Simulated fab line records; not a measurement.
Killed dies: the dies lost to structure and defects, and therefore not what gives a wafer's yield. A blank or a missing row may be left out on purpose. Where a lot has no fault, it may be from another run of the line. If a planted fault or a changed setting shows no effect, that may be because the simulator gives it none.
Matching of chambers + flow n5_finfet + ald_sin-01 running N5_ILD0_LINER_00: 4 sister chambers
The step material SiNx, target thk 4 nm, pulse time 1 s, purge time 2 s. 4 wafers are shown with their chamber, then 9 later ones without.

## WAFERS, EACH WITH ITS CHAMBER
| wafer  | chamber | heater_power_w (W) |
|--------|---------|--------------------|
| L085.1 | 1       | 687                |
| L087.4 | 2       | 983                |
| L087.5 | 3       | 707                |
| L087.6 | 0       | 705                |

## WAFERS WITHOUT THEIR CHAMBER
| wafer  | heater_power_w (W) |
|--------|--------------------|
| L088.2 | 738                |
| L088.4 | 704                |
| L088.6 | 701                |
| L094.4 | 700                |
| L094.5 | 724                |
| L094.6 | 990                |
| L096.1 | 747                |
| L096.2 | 730                |
| L096.3 | 1011               |

## CHAMBER TAKEN BY EACH
| wafer  | from the rows above          | in truth |
|--------|------------------------------|----------|
| L088.2 | can't be placed: 3 or 0 or 1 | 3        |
| L088.4 | can't be placed: 0 or 3 or 1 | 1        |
| L088.6 | can't be placed: 0 or 3 or 1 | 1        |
| L094.4 | can't be placed: 0 or 3 or 1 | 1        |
| L094.5 | can't be placed: 3 or 0 or 1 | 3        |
| L094.6 | 2                            | 2        |
| L096.1 | can't be placed: 3 or 0 or 1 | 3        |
| L096.2 | can't be placed: 3 or 0 or 1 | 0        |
| L096.3 | 2                            | 2        |
Correct placement for 2 of the 9. Can't be placed from these rows: 7 (the true chamber is among the candidates in 7). 0 placed wrongly.
How it was worked out, from the rows above alone: a wafer's distance from a chamber is the root of the sum, over the readings, of the square of ((its reading less the chamber's mean) divided by the reading's scatter). If the next closest chamber is less than 2 further off than the closest, the wafer can't be placed; otherwise it belongs to the closest. A chamber's mean is the mean of its shown wafers. The scatter (one wafer shown for each chamber): square how far every hidden wafer sits from the nearest shown wafer, average those squares and take the square root.
